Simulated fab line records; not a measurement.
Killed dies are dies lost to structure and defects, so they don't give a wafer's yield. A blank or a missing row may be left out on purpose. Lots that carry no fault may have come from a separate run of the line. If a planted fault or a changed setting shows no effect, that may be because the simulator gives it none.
fab line records	flow n5_finfet
record lots=14	wafers=42	last_day=17
route steps=1938 shown BEOL_M12@1603
lots untouched by any fault: they come from a run of this same line in which no faults occurred
start_h: start of the lot's first displayed wafer, in hours after the record's first day	wait_h: hours elapsed since this lot's preceding step	" the same as in the row above	L1.1+2: several wafers, shown together as one row	- no value present, or no start provided	* or withheld: withheld	< > ~ a bound
route shown NAME@n: NAME is a module with steps in the file, n the number in the route of the first one	usual: mean/standard deviation of fault-free wafers	same: alike in all rows	chamber/n: place in a boat	sites: per-site readings	_std_site: how widely they spread, as a standard deviation	_edge_site: mean of outer sites minus mean of inner sites	radius_mm: for every site, how far away it sits from the centre of the wafer	mask NAME#n: copy n	behind: the last tool/chamber to shape the wafer	hold: cause of the lot's hold/its duration in hours/its outcome	device: the transistor (n, p or np) that didn't switch	end of line: the same wafers' tests at the end of the route	a step given without rows: its recipe and nothing more	killed: dies lost to structure and defects at the first sort, not the wafer's yield	map: dies across one wafer; x = killed, . = not, _ = none there
set.NAME: the run value of the setting; set.NAME@STEP: its run value at that earlier step	model.NAME: the simulator's own value behind a step, which no gauge read
a sample of lots followed through the steps of the route, with each step as a table and each wafer as a row
services: the hour from which a tool's chamber was out of use, counted from the record's first day as start_h (under 0 if before that day), plus the number of hours and why
## steps
# step N5_BEOL_M12_THK_MEAS_01
# recipe reads=SiOC_of_BEOL_M12_ILD_DEP_00
# usual M12_ILD_THK=657/7.6
lot.wafer	tool	chamber	start_h	wait_h	M12_ILD_THK[nm]
L137.2	film_metro-02	-	258.96	0.1	653
L137.3	"	-	"	"	665
L137.5	"	-	"	"	678
L140.2	film_metro-01	-	277.46	0.1	649
L140.4	"	-	"	"	660
L140.6	"	-	"	"	660
L141.2	film_metro-01	-	293.37	0.1	650
L141.3	"	-	"	"	652
L141.5	"	-	"	"	661
L143.3	film_metro-02	-	299.50	0.1	646
L143.5	"	-	"	"	659
L143.6	"	-	"	"	656
L144.2	film_metro-01	-	310.09	0.1	656
L144.3	"	-	"	"	649
L144.5	"	-	"	"	647
L146.1	film_metro-02	-	321.13	0.1	659
L146.3	"	-	"	"	653
L146.5	"	-	"	"	665
L149.1	film_metro-02	-	325.66	0.1	650
L149.3	"	-	"	"	648
L149.4	"	-	"	"	657
L148.1	film_metro-02	-	339.11	0.1	645
L148.4	"	-	"	"	655
L148.5	"	-	"	"	659
L150.1	film_metro-02	-	340.62	0.1	657
L150.2	"	-	"	"	652
L150.5	"	-	"	"	661
L151.2	film_metro-01	-	347.53	0.1	656
L151.3	"	-	"	"	646
L151.5	"	-	"	"	655
L152.2	film_metro-02	-	347.56	0.1	655
L152.3	"	-	"	"	649
L152.4	"	-	"	"	651
L153.1	film_metro-01	-	354.81	0.1	650
L153.3	"	-	"	"	656
L153.6	"	-	"	"	656
L155.1	film_metro-02	-	371.22	0.1	649
L155.5	"	-	"	"	669
L155.6	"	-	"	"	660
L154.2	film_metro-01	-	373.90	0.1	660
L154.5	"	-	"	"	665
L154.6	"	-	"	"	670
# step N5_BEOL_M12_ETCH_59
# recipe chemistry=N2/H2	target=BARC	target_depth_a=890	overetch_a=267	time_s=67.9	ion_energy_ev=200	pressure_mtorr=30	source_w=840	bias_w=150	n2_flow_sccm=200	h2_flow_sccm=200
# usual drypump_motor_current_A=5.9/0.5	n2_flow_sccm=200.0/0.63	oes_product_au=0.66/0.058	rf_vpp_V=525.3/2.2	showerhead_plenum_p_Torr=2.60/0.076	throttle_valve_pct=17.91/0.25
lot.wafer	tool	chamber	start_h	wait_h	drypump_motor_current_A	n2_flow_sccm	oes_product_au	rf_hours_counter_h	rf_vpp_V	showerhead_plenum_p_Torr	throttle_valve_pct
L137.2	rie_diel-03	2	259.58	0.0	5.8	199.5	0.71	61	526.5	2.70	18.12
L137.3	"	3	"	"	6.2	199.7	0.63	187	522.8	2.52	17.94
L137.5	"	3	"	"	6.1	201.4	0.62	-	523.6	2.52	17.94
L140.2	rie_diel-02	0	278.02	0.0	6.2	200.2	0.60	215	527.6	2.62	17.94
L140.4	"	1	"	"	5.0	199.4	0.71	71	521.2	2.48	17.93
L140.6	"	3	"	"	5.8	199.9	0.68	-	526.0	2.66	18.11
L141.2	rie_diel-02	3	293.79	0.0	5.8	200.8	0.68	131	526.5	2.66	18.13
L141.3	"	0	"	"	6.2	199.0	0.60	220	527.4	2.62	17.94
L141.5	"	2	"	"	6.0	200.3	0.76	-	527.6	2.70	17.80
L143.3	rie_diel-02	0	299.92	0.0	6.2	200.8	0.60	221	525.7	2.62	17.93
L143.5	"	0	"	"	6.2	200.7	0.60	-	526.4	2.62	17.94
L143.6	"	1	"	"	5.0	199.2	0.70	-	520.7	2.48	17.94
L144.2	rie_diel-02	3	310.70	0.0	5.8	200.0	0.68	136	526.8	2.66	18.12
L144.3	"	1	"	"	5.0	200.6	0.71	81	522.1	2.48	17.95
L144.5	"	1	"	"	5.0	201.1	0.70	-	522.5	2.48	17.94
L146.1	rie_diel-03	2	321.56	0.0	5.8	199.7	0.68	86	528.1	2.69	18.19
L146.3	"	3	"	"	6.1	199.6	0.62	212	521.8	2.51	17.97
L146.5	"	3	"	"	6.1	199.8	0.61	-	523.1	2.51	18.00
L149.1	rie_diel-03	1	326.96	0.0	6.7	199.5	0.61	226	525.2	2.62	17.62
L149.3	"	0	"	"	6.4	200.8	0.71	58	524.0	2.58	17.65
L149.4	"	2	"	"	5.8	200.6	0.68	89	526.7	2.68	18.17
L148.1	rie_diel-02	1	339.88	0.0	5.0	199.6	0.70	93	521.5	2.47	17.96
L148.4	"	0	"	"	6.2	198.0	0.59	237	525.5	2.61	17.97
L148.5	"	0	"	"	6.2	199.5	0.59	-	525.2	2.61	17.97
L150.1	rie_diel-05	1	341.27	0.0	4.9	199.3	0.70	100	520.6	2.45	17.60
L150.2	"	0	"	"	5.7	200.1	0.60	183	525.7	2.65	18.21
L150.5	"	2	"	"	6.0	200.6	0.75	-	526.7	2.59	17.36
L151.2	rie_diel-03	3	348.09	0.0	6.2	200.5	0.60	224	524.2	2.51	18.02
L151.3	"	0	"	"	6.4	200.9	0.71	69	525.8	2.57	17.67
L151.5	"	1	"	"	6.7	201.2	0.61	-	525.7	2.61	17.65
L152.2	rie_diel-05	3	348.24	0.0	6.4	200.4	0.59	243	527.3	2.60	18.05
L152.3	"	1	"	"	4.9	199.7	0.69	103	521.4	2.45	17.61
L152.4	"	3	"	"	6.4	199.0	0.59	-	525.5	2.60	18.06
L153.1	rie_diel-03	2	355.55	0.0	5.8	199.6	0.67	101	528.3	2.68	18.22
L153.3	"	3	"	"	6.1	199.8	0.61	227	523.3	2.51	18.01
L153.6	"	2	"	"	5.8	200.3	0.67	-	526.3	2.68	18.21
L155.1	rie_diel-02	0	371.65	0.0	6.2	200.5	0.58	249	525.9	2.60	17.99
L155.5	"	3	"	"	5.8	200.4	0.65	-	527.0	2.65	18.18
L155.6	"	0	"	"	6.2	200.0	0.58	-	525.8	2.60	18.00
L154.2	rie_diel-03	2	374.35	0.0	5.8	200.4	0.66	107	528.6	2.68	18.20
L154.5	"	1	"	"	6.7	200.2	0.59	-	526.2	2.61	17.66
L154.6	"	2	"	"	5.8	201.0	0.66	-	527.7	2.68	18.22
# step N5_BEOL_M12_STRIP_63
# recipe chemistry=N2/H2	power_w=1000	temp_c=250	h2_frac=0.65	overash_fraction=0.3	pressure_mtorr=1000	n2_flow_sccm=1750	h2_flow_sccm=3250
# usual drypump_motor_current_A=5.5/0.53	heater_power_w=333/29	n2_flow_sccm=1750/4.9	oes_product_au=0.693/0.0047	strip_time_to_endpoint_s=42.6/0.67
lot.wafer	tool	chamber	start_h	wait_h	drypump_motor_current_A	heater_power_w	n2_flow_sccm	oes_product_au	rf_hours_counter_h	strip_time_to_endpoint_s
L137.2	plasma_asher-01	0	259.83	-	5.6	357	1750	0.701	130	42.2
L137.3	"	0	"	"	5.6	368	1752	0.692	-	41.4
L137.5	"	0	"	"	5.6	368	1752	0.698	-	40.5
L140.2	plasma_asher-01	0	278.28	-	5.6	369	1749	0.690	136	43.2
L140.4	"	1	"	"	4.7	298	1745	0.683	-	42.3
L140.6	"	0	"	"	5.6	363	1748	0.691	-	41.9
L141.2	plasma_asher-01	0	294.04	-	5.6	360	1751	0.696	139	42.7
L141.3	"	0	"	"	5.6	362	1754	0.693	-	43.2
L141.5	"	0	"	"	5.6	369	1753	0.693	-	42.6
L143.3	plasma_asher-02	1	300.19	-	5.9	333	1748	0.690	-	43.5
L143.5	"	0	"	"	6.1	362	1751	0.695	-	42.2
L143.6	"	1	"	"	6.0	330	1759	0.688	-	42.5
L144.2	plasma_asher-01	1	310.95	-	4.8	292	1747	0.694	142	42.9
L144.3	"	0	"	"	5.6	360	1759	0.699	-	43.4
L144.5	"	1	"	"	4.8	292	1753	0.695	-	43.7
L146.1	plasma_asher-02	0	321.81	-	6.1	345	1759	0.699	76	42.3
L146.3	"	0	"	"	6.1	341	1746	0.694	-	42.8
L146.5	"	1	"	"	6.0	342	1747	0.689	-	41.8
L149.1	plasma_asher-01	1	327.21	-	4.8	286	1756	0.701	146	43.5
L149.3	"	1	"	"	4.7	298	1757	0.686	-	43.2
L149.4	"	0	"	"	5.6	359	1752	0.688	-	42.2
L148.1	plasma_asher-01	0	340.30	-	5.7	361	1749	0.691	149	43.5
L148.4	"	0	"	"	5.7	360	1750	0.694	-	42.5
L148.5	"	0	"	"	5.6	366	1753	0.693	-	42.7
L150.1	plasma_asher-01	0	341.52	-	5.6	359	1749	0.705	149	42.9
L150.2	"	1	"	"	4.7	295	1762	0.695	149	43.0
L150.5	"	0	"	"	5.7	370	1746	0.688	-	42.0
L151.2	plasma_asher-02	1	348.34	-	5.9	341	1748	0.698	81	42.7
L151.3	"	1	"	"	6.0	330	1748	0.702	-	43.8
L151.5	"	1	"	"	5.9	336	1745	0.695	-	43.4
L152.2	plasma_asher-02	0	348.52	-	6.1	339	1753	0.690	81	43.3
L152.3	"	1	"	"	5.9	338	1752	0.702	-	43.2
L152.4	"	0	"	"	6.1	347	1747	0.691	-	43.2
L153.1	plasma_asher-01	0	355.80	-	5.6	356	1756	0.693	152	42.9
L153.3	"	0	"	"	5.6	357	1748	0.691	-	42.2
L153.6	"	1	"	"	4.7	290	1754	0.692	-	42.5
L155.1	plasma_asher-01	1	371.90	-	4.7	291	1753	0.695	155	43.6
L155.5	"	0	"	"	5.6	367	1744	0.694	-	41.9
L155.6	"	1	"	"	4.8	292	1753	0.694	-	42.7
L154.2	plasma_asher-01	0	374.60	-	5.6	362	1737	0.694	155	42.3
L154.5	"	0	"	"	5.6	363	1742	0.695	-	42.4
L154.6	"	1	"	"	4.7	290	1758	0.696	-	41.8
# step N5_BEOL_M12_DEVELOP_27
# recipe develop_time_s=45	rinse_liquid=diw	dry=air_spin	dev_temp_c=21
# usual chill_plate_temp_C=23.00/0.093	develop_time_s=45/0
lot.wafer	tool	chamber	start_h	wait_h	chill_plate_temp_C	develop_time_s
L137.2	litho_track-05	0	260.25	-	22.81	45
L137.3	"	0	"	"	22.99	45
L137.5	"	0	"	"	22.83	45
L140.2	litho_track-01	0	278.70	-	23.03	45
L140.4	"	0	"	"	22.97	45
L140.6	"	0	"	"	23.10	45
L141.2	litho_track-05	0	294.47	-	23.00	45
L141.3	"	0	"	"	23.03	45
L141.5	"	0	"	"	22.94	45
L143.3	litho_track-05	0	300.72	-	23.08	45
L143.5	"	0	"	"	23.14	45
L143.6	"	0	"	"	23.02	45
L144.2	litho_track-03	0	311.50	-	23.27	45
L144.3	"	0	"	"	22.98	45
L144.5	"	0	"	"	23.12	45
L146.1	litho_track-03	0	322.36	-	23.07	45
L146.3	"	0	"	"	22.93	45
L146.5	"	0	"	"	22.94	45
L149.1	litho_track-01	0	327.64	-	23.05	45
L149.3	"	0	"	"	23.01	45
L149.4	"	0	"	"	23.01	45
L148.1	litho_track-01	0	340.85	-	23.07	45
L148.4	"	0	"	"	23.24	45
L148.5	"	0	"	"	23.17	45
L150.1	litho_track-05	0	341.94	-	23.02	45
L150.2	"	0	"	"	23.22	45
L150.5	"	0	"	"	23.03	45
L151.2	litho_track-05	0	348.76	-	23.20	45
L151.3	"	0	"	"	22.93	45
L151.5	"	0	"	"	23.01	45
L152.2	litho_track-01	0	349.07	-	23.01	45
L152.3	"	0	"	"	22.88	45
L152.4	"	0	"	"	23.01	45
L153.1	litho_track-01	-	356.35	-	-	-
L153.3	"	-	"	"	-	-
L153.6	"	-	"	"	-	-
L155.1	litho_track-05	-	372.33	-	-	-
L155.5	"	-	"	"	-	-
L155.6	"	-	"	"	-	-
L154.2	litho_track-05	0	375.06	-	23.00	45
L154.5	"	0	"	"	22.95	45
L154.6	"	0	"	"	22.90	45
## services
tool	chamber	start_h	hours	kind
rie_diel-02	0	236.29	1.6	repair
rie_diel-05	2	248.47	1.5	repair
rie_diel-05	2	250.18	-	clean
rie_diel-05	2	250.18	-	consumable_replace:focus_ring
rie_diel-05	2	250.18	13.4	scheduled_down
rie_diel-05	2	250.18	13.4	vent_cycle
rie_diel-03	0	253.76	5.9	repair
litho_track-01	-	275.78	-	consumable_replace:filter
rie_diel-05	1	276.26	3.2	repair
litho_track-03	-	311.52	-	consumable_replace:filter
rie_diel-05	-	322.76	14.6	pm
litho_track-05	-	323.56	-	consumable_replace:filter
plasma_asher-02	-	329.02	2.8	pm
litho_track-01	-	334.29	-	consumable_replace:filter
rie_diel-05	0	341.64	21.4	repair
rie_diel-05	3	363.02	-	clean
rie_diel-05	3	363.02	-	consumable_replace:focus_ring
rie_diel-05	3	363.02	17.6	scheduled_down
rie_diel-05	3	363.02	17.6	vent_cycle
rie_diel-05	1	364.89	25.3	repair
rie_diel-03	3	373.30	4.5	repair
## key
first_sign step=N5_BEOL_M12_DEVELOP_27	reading=tool_record	direction=missing
effect none on later readings
met_at N5_BEOL_M12_DEVELOP_27
struck_lots L153,L155
later_rows_left_out L153.1,L153.3,L153.6,L155.1,L155.5,L155.6
sort_left_out L153.1,L153.3,L153.6,L155.1,L155.5,L155.6
not_acting_at N5_BEOL_M12_THK_MEAS_01,N5_BEOL_M12_ETCH_59,N5_BEOL_M12_STRIP_63
onset_between 349.07 356.35
fault kind=skipped_step_whole	tool=litho_track-01,litho_track-05	chamber=-	onset_h=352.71	steps=N5_BEOL_M12_DEVELOP_27	scope=struck_lots_only
# sort_left_out: the simulated sort isn't trusted on such a fault, so these wafers' sort isn't shown, and their yield isn't known
# later_rows_left_out: the simulator's readings of these wafers behind a module that went badly wrong aren't trusted and aren't shown, but for the sort
